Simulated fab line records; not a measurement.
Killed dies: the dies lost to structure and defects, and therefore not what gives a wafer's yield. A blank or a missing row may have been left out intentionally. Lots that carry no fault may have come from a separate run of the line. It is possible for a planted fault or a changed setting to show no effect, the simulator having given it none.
fab line records / flow n5Finfet
record lots=11 wafers=32 lastDay=17
route steps=1938 shown BEOL_M10@1521 BEOL_M11@1537 PASSIVATION@1936
lots that met no fault: from a run of the same line without faults
startH: hours from the record's opening day to when the first of the lot's shown wafers began / waitH: how many hours have passed since the lot's step before this one / " identical to the entry in the row above / L1.1+2: several wafers, shown together as one row / - no value, or no start given / * or withheld: withheld / < > ~ a bound
route shown NAME@n: NAME is a module with steps in the file, n the number in the route of the first one / usual: mean/standard deviation taken from wafers without a fault / same: alike in all rows / chamber/n: place in a boat / sites: per-site readings / _std_site: standard deviation of those values / _edge_site: outer sites' mean less inner sites' / radiusMm: how far each site lies from the wafer's centre / mask NAME#n: copy n / behind: the tool/chamber that last shaped the wafer / hold: cause of the lot's hold/its duration in hours/its outcome / device: which transistor (n, p or np) failed to switch / end of line: tests run on the same wafers once the route is complete / step lacking rows: just its recipe / killed: not the wafer's yield, but the dies lost to structure and defects at the first sort / map: dies across one wafer; x = killed, . = not, _ = none there
set.NAME: the setting that was run; set.NAME@STEP: the one run at that earlier step / model.NAME: the simulator's own value behind a step, which no gauge read
steps of the route over a sample of lots; a table a step, a row a wafer
services: a tool's chamber out of use, with start hour (startH, from the record's first day; less than 0 if before it), hours out, and reason
## steps
# step N5_BEOL_M10_CURE_72
# recipe tempC=370 timeS=120 ambient=DMADMS/He material=SiCOH_lowk
# usual lampPowerPct=52.31/0.062 wafer_temp_C_max=371.7/0.42
lot.wafer=L843.2 tool=uvCure-01 chamber=1 startH=220.85 waitH=0.2 lampPowerPct=52.39 wafer_temp_C_max=372.0
lot.wafer=L843.3 tool=uvCure-01 chamber=1 startH=220.85 waitH=0.2 lampPowerPct=52.36 wafer_temp_C_max=371.3
lot.wafer=L843.5 tool=uvCure-01 chamber=1 startH=220.85 waitH=0.2 lampPowerPct=52.25 wafer_temp_C_max=371.2
lot.wafer=L844.2 tool=uvCure-03 chamber=0 startH=236.84 waitH=0.1 lampPowerPct=52.23 wafer_temp_C_max=371.8
lot.wafer=L844.4 tool=uvCure-03 chamber=0 startH=236.84 waitH=0.1 lampPowerPct=52.34 wafer_temp_C_max=371.7
lot.wafer=L844.6 tool=uvCure-03 chamber=0 startH=236.84 waitH=0.1 lampPowerPct=52.25 wafer_temp_C_max=372.7
lot.wafer=L846.1 tool=uvCure-01 chamber=0 startH=241.77 waitH=0.0 lampPowerPct=52.30 wafer_temp_C_max=371.8
lot.wafer=L846.2 tool=uvCure-01 chamber=0 startH=241.77 waitH=0.0 lampPowerPct=52.37 wafer_temp_C_max=372.7
lot.wafer=L846.3 tool=uvCure-01 chamber=0 startH=241.77 waitH=0.0 lampPowerPct=52.28 wafer_temp_C_max=371.9
lot.wafer=L848.1 tool=uvCure-03 chamber=0 startH=258.05 waitH=0.0 lampPowerPct=52.35 wafer_temp_C_max=372.1
lot.wafer=L848.3 tool=uvCure-03 chamber=0 startH=258.05 waitH=0.0 lampPowerPct=52.33 wafer_temp_C_max=372.1
lot.wafer=L848.5 tool=uvCure-03 chamber=0 startH=258.05 waitH=0.0 lampPowerPct=52.41 wafer_temp_C_max=371.8
lot.wafer=L850.2 tool=uvCure-03 chamber=0 startH=260.91 waitH=0.1 lampPowerPct=52.35 wafer_temp_C_max=371.3
lot.wafer=L850.3 tool=uvCure-03 chamber=0 startH=260.91 waitH=0.1 lampPowerPct=52.39 wafer_temp_C_max=372.0
lot.wafer=L850.4 tool=uvCure-03 chamber=0 startH=260.91 waitH=0.1 lampPowerPct=52.36 wafer_temp_C_max=372.0
lot.wafer=L849.4 tool=uvCure-01 chamber=2 startH=261.27 waitH=0.3 lampPowerPct=52.27 wafer_temp_C_max=371.3
lot.wafer=L849.5 tool=uvCure-01 chamber=2 startH=261.27 waitH=0.3 lampPowerPct=52.27 wafer_temp_C_max=371.7
lot.wafer=L849.6 tool=uvCure-01 chamber=2 startH=261.27 waitH=0.3 lampPowerPct=52.36 wafer_temp_C_max=371.6
lot.wafer=L852.1 tool=uvCure-02 chamber=0 startH=289.19 waitH=0.0 lampPowerPct=52.38 wafer_temp_C_max=371.7
lot.wafer=L852.4 tool=uvCure-02 chamber=0 startH=289.19 waitH=0.0 lampPowerPct=52.28 wafer_temp_C_max=370.9
lot.wafer=L852.5 tool=uvCure-02 chamber=0 startH=289.19 waitH=0.0 lampPowerPct=52.35 wafer_temp_C_max=371.7
lot.wafer=L861.2 tool=uvCure-02 chamber=2 startH=321.96 waitH=0.2 lampPowerPct=52.15 wafer_temp_C_max=371.1
lot.wafer=L861.3 tool=uvCure-02 chamber=2 startH=321.96 waitH=0.2 lampPowerPct=52.24 wafer_temp_C_max=371.0
lot.wafer=L861.6 tool=uvCure-02 chamber=2 startH=321.96 waitH=0.2 lampPowerPct=52.31 wafer_temp_C_max=371.3
lot.wafer=L860.1 tool=uvCure-02 chamber=0 startH=332.33 waitH=0.0 lampPowerPct=52.35 wafer_temp_C_max=372.6
lot.wafer=L860.4 tool=uvCure-02 chamber=0 startH=332.33 waitH=0.0 lampPowerPct=52.33 wafer_temp_C_max=371.9
lot.wafer=L860.5 tool=uvCure-02 chamber=0 startH=332.33 waitH=0.0 lampPowerPct=52.36 wafer_temp_C_max=372.2
lot.wafer=L862.5 tool=uvCure-03 chamber=0 startH=338.94 waitH=0.2 lampPowerPct=52.38 wafer_temp_C_max=371.9
lot.wafer=L862.6 tool=uvCure-03 chamber=0 startH=338.94 waitH=0.2 lampPowerPct=52.28 wafer_temp_C_max=371.7
lot.wafer=L863.2 tool=uvCure-01 chamber=0 startH=354.26 waitH=0.2 lampPowerPct=52.38 wafer_temp_C_max=371.3
lot.wafer=L863.3 tool=uvCure-01 chamber=0 startH=354.26 waitH=0.2 lampPowerPct=52.31 wafer_temp_C_max=371.7
lot.wafer=L863.4 tool=uvCure-01 chamber=0 startH=354.26 waitH=0.2 lampPowerPct=52.39 wafer_temp_C_max=371.5
# step N5_BEOL_M10_SPUTTER_48
# recipe material=Cu targetThkA=120 tempC=-20 biasV=60 powerW=26000 chamberPressurePa=0.13 timeS=2
# usual cathodeDcPowerW=26000/4.8 chuckSensorTempC=-15.8/0.53 throttleValvePct=29.7/0.97
lot.wafer=L843.2 tool=pvdSputter-03 chamber=- startH=222.21 waitH=0.1 cathodeDcPowerW=26001 chuckSensorTempC=-16.1 throttleValvePct=29.1
lot.wafer=L843.3 tool=pvdSputter-03 chamber=- startH=222.21 waitH=0.1 cathodeDcPowerW=25994 chuckSensorTempC=-16.8 throttleValvePct=30.5
lot.wafer=L843.5 tool=pvdSputter-03 chamber=- startH=222.21 waitH=0.1 cathodeDcPowerW=25992 chuckSensorTempC=-16.2 throttleValvePct=29.2
lot.wafer=L844.2 tool=pvdSputter-01 chamber=- startH=238.61 waitH=0.1 cathodeDcPowerW=25997 chuckSensorTempC=-14.8 throttleValvePct=32.2
lot.wafer=L844.4 tool=pvdSputter-01 chamber=- startH=238.61 waitH=0.1 cathodeDcPowerW=25997 chuckSensorTempC=-16.1 throttleValvePct=29.1
lot.wafer=L844.6 tool=pvdSputter-01 chamber=- startH=238.61 waitH=0.1 cathodeDcPowerW=25994 chuckSensorTempC=-14.7 throttleValvePct=32.5
lot.wafer=L846.1 tool=pvdSputter-03 chamber=- startH=243.04 waitH=0.1 cathodeDcPowerW=26006 chuckSensorTempC=-16.6 throttleValvePct=30.6
lot.wafer=L846.2 tool=pvdSputter-03 chamber=- startH=243.04 waitH=0.1 cathodeDcPowerW=25998 chuckSensorTempC=-15.5 throttleValvePct=29.4
lot.wafer=L846.3 tool=pvdSputter-03 chamber=- startH=243.04 waitH=0.1 cathodeDcPowerW=26008 chuckSensorTempC=-16.0 throttleValvePct=28.8
lot.wafer=L848.1 tool=pvdSputter-02 chamber=- startH=260.34 waitH=1.4 cathodeDcPowerW=25998 chuckSensorTempC=-15.5 throttleValvePct=28.9
lot.wafer=L848.3 tool=pvdSputter-02 chamber=- startH=260.34 waitH=1.4 cathodeDcPowerW=25996 chuckSensorTempC=-15.3 throttleValvePct=29.6
lot.wafer=L848.5 tool=pvdSputter-02 chamber=- startH=260.34 waitH=1.4 cathodeDcPowerW=26000 chuckSensorTempC=-15.3 throttleValvePct=29.2
lot.wafer=L850.2 tool=pvdSputter-02 chamber=- startH=262.25 waitH=0.3 cathodeDcPowerW=26014 chuckSensorTempC=-16.0 throttleValvePct=28.0
lot.wafer=L850.3 tool=pvdSputter-02 chamber=- startH=262.25 waitH=0.3 cathodeDcPowerW=25997 chuckSensorTempC=-15.2 throttleValvePct=29.6
lot.wafer=L850.4 tool=pvdSputter-02 chamber=- startH=262.25 waitH=0.3 cathodeDcPowerW=26000 chuckSensorTempC=-15.2 throttleValvePct=29.0
lot.wafer=L849.4 tool=pvdSputter-02 chamber=- startH=262.77 waitH=0.6 cathodeDcPowerW=26003 chuckSensorTempC=-15.9 throttleValvePct=29.5
lot.wafer=L849.5 tool=pvdSputter-02 chamber=- startH=262.77 waitH=0.6 cathodeDcPowerW=25997 chuckSensorTempC=-16.0 throttleValvePct=27.9
lot.wafer=L849.6 tool=pvdSputter-02 chamber=- startH=262.77 waitH=0.6 cathodeDcPowerW=25989 chuckSensorTempC=-15.9 throttleValvePct=29.3
lot.wafer=L852.1 tool=pvdSputter-03 chamber=- startH=291.87 waitH=0.2 cathodeDcPowerW=25999 chuckSensorTempC=-16.7 throttleValvePct=30.7
lot.wafer=L852.4 tool=pvdSputter-03 chamber=- startH=291.87 waitH=0.2 cathodeDcPowerW=25999 chuckSensorTempC=-15.9 throttleValvePct=30.3
lot.wafer=L852.5 tool=pvdSputter-03 chamber=- startH=291.87 waitH=0.2 cathodeDcPowerW=25993 chuckSensorTempC=-16.0 throttleValvePct=30.6
lot.wafer=L861.2 tool=pvdSputter-02 chamber=- startH=324.86 waitH=0.1 cathodeDcPowerW=25996 chuckSensorTempC=-16.0 throttleValvePct=28.2
lot.wafer=L861.3 tool=pvdSputter-02 chamber=- startH=324.86 waitH=0.1 cathodeDcPowerW=34754 chuckSensorTempC=-15.9 throttleValvePct=29.4
lot.wafer=L861.6 tool=pvdSputter-02 chamber=- startH=324.86 waitH=0.1 cathodeDcPowerW=25998 chuckSensorTempC=-15.1 throttleValvePct=29.3
lot.wafer=L860.1 tool=pvdSputter-02 chamber=- startH=333.73 waitH=0.1 cathodeDcPowerW=25995 chuckSensorTempC=-15.2 throttleValvePct=29.4
lot.wafer=L860.4 tool=pvdSputter-02 chamber=- startH=333.73 waitH=0.1 cathodeDcPowerW=26007 chuckSensorTempC=-15.3 throttleValvePct=29.2
lot.wafer=L860.5 tool=pvdSputter-02 chamber=- startH=333.73 waitH=0.1 cathodeDcPowerW=34754 chuckSensorTempC=-16.1 throttleValvePct=29.2
lot.wafer=L862.5 tool=pvdSputter-01 chamber=- startH=340.59 waitH=0.3 cathodeDcPowerW=25997 chuckSensorTempC=-16.6 throttleValvePct=31.2
lot.wafer=L862.6 tool=pvdSputter-01 chamber=- startH=340.59 waitH=0.3 cathodeDcPowerW=26003 chuckSensorTempC=-16.0 throttleValvePct=29.1
lot.wafer=L863.2 tool=pvdSputter-03 chamber=- startH=356.57 waitH=0.2 cathodeDcPowerW=26000 chuckSensorTempC=-15.3 throttleValvePct=29.1
lot.wafer=L863.3 tool=pvdSputter-03 chamber=- startH=356.57 waitH=0.2 cathodeDcPowerW=26008 chuckSensorTempC=-16.5 throttleValvePct=30.5
lot.wafer=L863.4 tool=pvdSputter-03 chamber=- startH=356.57 waitH=0.2 cathodeDcPowerW=25999 chuckSensorTempC=-16.0 throttleValvePct=30.4
# step N5_BEOL_M10_DEP_56
# recipe material=SiCN targetThkA=150 tempC=withheld precursor=3MS/NH3 pressureTorr=3 rfW=202 timeS=26.5
# usual showerheadPlenumPTorr=3.661/0.007 showerheadVppV=869/38 throttleValvePct=8.9/0.41
lot.wafer=L843.2 tool=pecvd-04 chamber=0 startH=223.68 waitH=0.0 showerheadPlenumPTorr=3.660 showerheadVppV=871 throttleValvePct=9.0
lot.wafer=L843.3 tool=pecvd-04 chamber=1 startH=223.68 waitH=0.0 showerheadPlenumPTorr=3.664 showerheadVppV=818 throttleValvePct=9.0
lot.wafer=L843.5 tool=pecvd-04 chamber=1 startH=223.68 waitH=0.0 showerheadPlenumPTorr=3.662 showerheadVppV=820 throttleValvePct=9.1
lot.wafer=L844.2 tool=pecvd-03 chamber=0 startH=239.49 waitH=0.0 showerheadPlenumPTorr=3.653 showerheadVppV=929 throttleValvePct=9.5
lot.wafer=L844.4 tool=pecvd-03 chamber=1 startH=239.49 waitH=0.0 showerheadPlenumPTorr=3.670 showerheadVppV=917 throttleValvePct=8.8
lot.wafer=L844.6 tool=pecvd-03 chamber=0 startH=239.49 waitH=0.0 showerheadPlenumPTorr=3.642 showerheadVppV=919 throttleValvePct=9.6
lot.wafer=L846.1 tool=pecvd-04 chamber=0 startH=244.11 waitH=0.0 showerheadPlenumPTorr=3.670 showerheadVppV=872 throttleValvePct=9.4
lot.wafer=L846.2 tool=pecvd-04 chamber=2 startH=244.11 waitH=0.0 showerheadPlenumPTorr=3.650 showerheadVppV=797 throttleValvePct=8.7
lot.wafer=L846.3 tool=pecvd-04 chamber=1 startH=244.11 waitH=0.0 showerheadPlenumPTorr=3.649 showerheadVppV=812 throttleValvePct=9.1
lot.wafer=L848.1 tool=pecvd-04 chamber=2 startH=261.23 waitH=0.0 showerheadPlenumPTorr=3.656 showerheadVppV=814 throttleValvePct=8.6
lot.wafer=L848.3 tool=pecvd-04 chamber=1 startH=261.23 waitH=0.0 showerheadPlenumPTorr=3.657 showerheadVppV=814 throttleValvePct=8.6
lot.wafer=L848.5 tool=pecvd-04 chamber=2 startH=261.23 waitH=0.0 showerheadPlenumPTorr=3.659 showerheadVppV=828 throttleValvePct=8.6
lot.wafer=L850.2 tool=pecvd-02 chamber=2 startH=263.87 waitH=0.0 showerheadPlenumPTorr=3.659 showerheadVppV=880 throttleValvePct=8.3
lot.wafer=L850.3 tool=pecvd-02 chamber=1 startH=263.87 waitH=0.0 showerheadPlenumPTorr=3.657 showerheadVppV=908 throttleValvePct=9.4
lot.wafer=L850.4 tool=pecvd-02 chamber=2 startH=263.87 waitH=0.0 showerheadPlenumPTorr=3.658 showerheadVppV=888 throttleValvePct=8.2
lot.wafer=L849.4 tool=pecvd-04 chamber=2 startH=264.15 waitH=0.0 showerheadPlenumPTorr=3.652 showerheadVppV=813 throttleValvePct=8.3
lot.wafer=L849.5 tool=pecvd-04 chamber=0 startH=264.15 waitH=0.0 showerheadPlenumPTorr=3.662 showerheadVppV=885 throttleValvePct=8.9
lot.wafer=L849.6 tool=pecvd-04 chamber=1 startH=264.15 waitH=0.0 showerheadPlenumPTorr=3.656 showerheadVppV=822 throttleValvePct=8.9
lot.wafer=L852.1 tool=pecvd-02 chamber=2 startH=292.80 waitH=0.0 showerheadPlenumPTorr=3.669 showerheadVppV=871 throttleValvePct=8.5
lot.wafer=L852.4 tool=pecvd-02 chamber=0 startH=292.80 waitH=0.0 showerheadPlenumPTorr=3.652 showerheadVppV=902 throttleValvePct=9.1
lot.wafer=L852.5 tool=pecvd-02 chamber=1 startH=292.80 waitH=0.0 showerheadPlenumPTorr=3.673 showerheadVppV=909 throttleValvePct=9.5
lot.wafer=L861.2 tool=pecvd-02 chamber=2 startH=325.84 waitH=0.0 showerheadPlenumPTorr=3.669 showerheadVppV=869 throttleValvePct=8.5
lot.wafer=L861.3 tool=pecvd-02 chamber=0 startH=325.84 waitH=0.0 showerheadPlenumPTorr=3.657 showerheadVppV=879 throttleValvePct=8.8
lot.wafer=L861.6 tool=pecvd-02 chamber=1 startH=325.84 waitH=0.0 showerheadPlenumPTorr=3.664 showerheadVppV=914 throttleValvePct=9.6
lot.wafer=L860.1 tool=pecvd-04 chamber=1 startH=334.62 waitH=0.0 showerheadPlenumPTorr=3.665 showerheadVppV=820 throttleValvePct=8.6
lot.wafer=L860.4 tool=pecvd-04 chamber=1 startH=334.62 waitH=0.0 showerheadPlenumPTorr=3.669 showerheadVppV=813 throttleValvePct=8.8
lot.wafer=L860.5 tool=pecvd-04 chamber=2 startH=334.62 waitH=0.0 showerheadPlenumPTorr=3.668 showerheadVppV=804 throttleValvePct=8.9
lot.wafer=L862.5 tool=pecvd-02 chamber=1 startH=341.53 waitH=0.0 showerheadPlenumPTorr=3.661 showerheadVppV=920 throttleValvePct=9.6
lot.wafer=L862.6 tool=pecvd-02 chamber=0 startH=341.53 waitH=0.0 showerheadPlenumPTorr=3.665 showerheadVppV=892 throttleValvePct=9.4
lot.wafer=L863.2 tool=pecvd-02 chamber=2 startH=357.49 waitH=0.0 showerheadPlenumPTorr=3.668 showerheadVppV=865 throttleValvePct=8.2
lot.wafer=L863.3 tool=pecvd-02 chamber=1 startH=357.49 waitH=0.0 showerheadPlenumPTorr=3.658 showerheadVppV=916 throttleValvePct=9.6
lot.wafer=L863.4 tool=pecvd-02 chamber=1 startH=357.49 waitH=0.0 showerheadPlenumPTorr=3.666 showerheadVppV=897 throttleValvePct=9.8
# step N5_BEOL_M11_CURE_71
# recipe tempC=385 timeS=240 ambient=He/Ar material=SiCOH_lowk
# usual lampPowerPct=52.31/0.05 wafer_temp_C_max=386.7/0.53
lot.wafer=L843.2 tool=uvCure-03 chamber=0 startH=224.00 waitH=0.1 lampPowerPct=52.20 wafer_temp_C_max=386.9
lot.wafer=L843.3 tool=uvCure-03 chamber=0 startH=224.00 waitH=0.1 lampPowerPct=52.36 wafer_temp_C_max=386.5
lot.wafer=L843.5 tool=uvCure-03 chamber=0 startH=224.00 waitH=0.1 lampPowerPct=52.31 wafer_temp_C_max=387.5
lot.wafer=L844.2 tool=uvCure-01 chamber=0 startH=239.79 waitH=0.1 lampPowerPct=52.27 wafer_temp_C_max=387.4
lot.wafer=L844.4 tool=uvCure-01 chamber=0 startH=239.79 waitH=0.1 lampPowerPct=52.14 wafer_temp_C_max=387.0
lot.wafer=L844.6 tool=uvCure-01 chamber=0 startH=239.79 waitH=0.1 lampPowerPct=52.31 wafer_temp_C_max=387.0
lot.wafer=L846.1 tool=uvCure-01 chamber=2 startH=244.53 waitH=0.2 lampPowerPct=52.31 wafer_temp_C_max=386.1
lot.wafer=L846.2 tool=uvCure-01 chamber=2 startH=244.53 waitH=0.2 lampPowerPct=52.31 wafer_temp_C_max=386.3
lot.wafer=L846.3 tool=uvCure-01 chamber=2 startH=244.53 waitH=0.2 lampPowerPct=52.36 wafer_temp_C_max=386.2
lot.wafer=L848.1 tool=uvCure-01 chamber=1 startH=261.44 waitH=0.0 lampPowerPct=52.31 wafer_temp_C_max=386.4
lot.wafer=L848.3 tool=uvCure-01 chamber=1 startH=261.44 waitH=0.0 lampPowerPct=52.28 wafer_temp_C_max=386.4
lot.wafer=L848.5 tool=uvCure-01 chamber=1 startH=261.44 waitH=0.0 lampPowerPct=52.33 wafer_temp_C_max=386.5
lot.wafer=L850.2 tool=uvCure-01 chamber=2 startH=264.17 waitH=0.1 lampPowerPct=52.32 wafer_temp_C_max=385.8
lot.wafer=L850.3 tool=uvCure-01 chamber=2 startH=264.17 waitH=0.1 lampPowerPct=52.33 wafer_temp_C_max=385.8
lot.wafer=L850.4 tool=uvCure-01 chamber=2 startH=264.17 waitH=0.1 lampPowerPct=52.35 wafer_temp_C_max=385.8
lot.wafer=L849.4 tool=uvCure-03 chamber=1 startH=264.58 waitH=0.3 lampPowerPct=52.32 wafer_temp_C_max=387.3
lot.wafer=L849.5 tool=uvCure-03 chamber=1 startH=264.58 waitH=0.3 lampPowerPct=52.21 wafer_temp_C_max=387.2
lot.wafer=L849.6 tool=uvCure-03 chamber=1 startH=264.58 waitH=0.3 lampPowerPct=52.33 wafer_temp_C_max=387.8
lot.wafer=L852.1 tool=uvCure-01 chamber=0 startH=293.01 waitH=0.0 lampPowerPct=52.39 wafer_temp_C_max=387.2
lot.wafer=L852.4 tool=uvCure-01 chamber=0 startH=293.01 waitH=0.0 lampPowerPct=52.32 wafer_temp_C_max=387.1
lot.wafer=L852.5 tool=uvCure-01 chamber=0 startH=293.01 waitH=0.0 lampPowerPct=52.29 wafer_temp_C_max=386.7
lot.wafer=L861.2 tool=uvCure-01 chamber=0 startH=326.13 waitH=0.1 lampPowerPct=52.32 wafer_temp_C_max=387.3
lot.wafer=L861.3 tool=uvCure-01 chamber=0 startH=326.13 waitH=0.1 lampPowerPct=52.38 wafer_temp_C_max=388.1
lot.wafer=L861.6 tool=uvCure-01 chamber=0 startH=326.13 waitH=0.1 lampPowerPct=52.43 wafer_temp_C_max=386.7
lot.wafer=L860.1 tool=uvCure-03 chamber=0 startH=334.93 waitH=0.1 lampPowerPct=52.33 wafer_temp_C_max=386.4
lot.wafer=L860.4 tool=uvCure-03 chamber=0 startH=334.93 waitH=0.1 lampPowerPct=52.27 wafer_temp_C_max=387.4
lot.wafer=L860.5 tool=uvCure-03 chamber=0 startH=334.93 waitH=0.1 lampPowerPct=52.35 wafer_temp_C_max=386.1
lot.wafer=L862.5 tool=uvCure-03 chamber=0 startH=342.05 waitH=0.3 lampPowerPct=52.27 wafer_temp_C_max=386.8
lot.wafer=L862.6 tool=uvCure-03 chamber=0 startH=342.05 waitH=0.3 lampPowerPct=52.33 wafer_temp_C_max=388.0
lot.wafer=L863.2 tool=uvCure-03 chamber=1 startH=357.78 waitH=0.1 lampPowerPct=52.37 wafer_temp_C_max=387.9
lot.wafer=L863.3 tool=uvCure-03 chamber=1 startH=357.78 waitH=0.1 lampPowerPct=52.25 wafer_temp_C_max=387.1
lot.wafer=L863.4 tool=uvCure-03 chamber=1 startH=357.78 waitH=0.1 lampPowerPct=52.26 wafer_temp_C_max=387.1
# step N5_PASSIVATION_PROBE_49
# usual defectLimitedYield=91.2/1.3 killed_at_M0_to_M3=34/10 killed_at_M4_up=13/4.6 killedAtContacts=13/5.5 killedAtFrontEnd=41/12 killedAtOther=2.8/2.4 killedDies=104/16 killedOpen=67/12 killedShort=33/7.2 sort_bin_4_leakage=0.00/0.012 sort_bin_5_function=5.1/0.86 sort_bin_6_memory=3.3/0.62 sortNPass=1076/16 sortYieldPct=91.2/1.3
# same grossDies=1180 killedAtBackSide=0 sort_bin_8_speed[%]=0
lot.wafer=L861.3 tool=prober-02 chamber=- startH=368.54 waitH=0.1 defectLimitedYield[%]=89.7 killed_at_M0_to_M3=55 killed_at_M4_up=20 killedAtContacts=3 killedAtFrontEnd=42 killedAtOther=1 killedDies=121 killedOpen=68 killedShort=38 sort_bin_4_leakage[%]=0 sort_bin_5_function[%]=5.8 sort_bin_6_memory[%]=3.3 sortNPass=1059 sortYieldPct[%]=89.7
# killed by level:class
L861.3 BEOL_M0_SAQP:geometricParticle:open=11 HKMG_FIN:areaEtch=11 BEOL_M3:geometricParticle:open=10 BEOL_M1:geometricParticle:open=9 BEOL_M0_SAQP:geometricParticle:short=7 DUMMY_GATE:geometricParticle:open=6 BEOL_M4:geometricParticle:short=6 BEOL_M2:geometricParticle:open=5
## services
tool=pecvd-02 chamber=0 startH=198.06 hours=2.1 kind=scheduledDown
tool=pecvd-04 chamber=2 startH=202.38 hours=- kind=clean
tool=pecvd-04 chamber=2 startH=202.38 hours=- kind=consumableReplace:showerhead
tool=pecvd-04 chamber=2 startH=202.38 hours=29.0 kind=scheduledDown
tool=pecvd-04 chamber=2 startH=202.38 hours=29.0 kind=ventCycle
tool=uvCure-02 chamber=- startH=208.82 hours=53.7 kind=repair
tool=pecvd-03 chamber=0 startH=221.79 hours=5.5 kind=scheduledDown
tool=uvCure-02 chamber=- startH=262.56 hours=5.0 kind=pm
tool=pecvd-04 chamber=0 startH=287.85 hours=5.5 kind=scheduledDown
tool=uvCure-03 chamber=- startH=289.73 hours=2.1 kind=pm
tool=uvCure-01 chamber=- startH=304.10 hours=7.5 kind=pm
tool=uvCure-02 chamber=- startH=322.80 hours=7.5 kind=pm
tool=uvCure-02 chamber=- startH=333.77 hours=3.1 kind=repair
tool=pecvd-03 chamber=0 startH=344.56 hours=12.3 kind=repair
tool=pecvd-04 chamber=- startH=348.20 hours=2.8 kind=pm
tool=uvCure-03 chamber=- startH=349.66 hours=7.5 kind=pm
tool=pecvd-02 chamber=1 startH=357.92 hours=2.1 kind=scheduledDown
## key
firstSign step=N5_BEOL_M10_SPUTTER_48 reading=cathodeDcPowerW direction=up sigmas=99+ usual=* struck=*
effect none on later readings
metAt N5_BEOL_M10_SPUTTER_48
struckLots L860,L861
struckWafers L860.5,L861.3
baselineLoss step=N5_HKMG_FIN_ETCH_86 wafers=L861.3
notActingAt N5_BEOL_M10_CURE_72,N5_BEOL_M10_DEP_56,N5_BEOL_M11_CURE_71
onsetBetween 262.77 324.86
fault kind=processParameterDrift tool=pvdSputter-02 chamber=- onsetH=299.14 steps=N5_BEOL_M10_SPUTTER_48 channel=powerW offset=* shape=step endH=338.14 actsIn=* stated=* scope=struckWafersOnly
# baselineLoss: these wafers lose ten dies or more at that step, a loss of the line's own and not of a fault; the sort's usual values leave them out
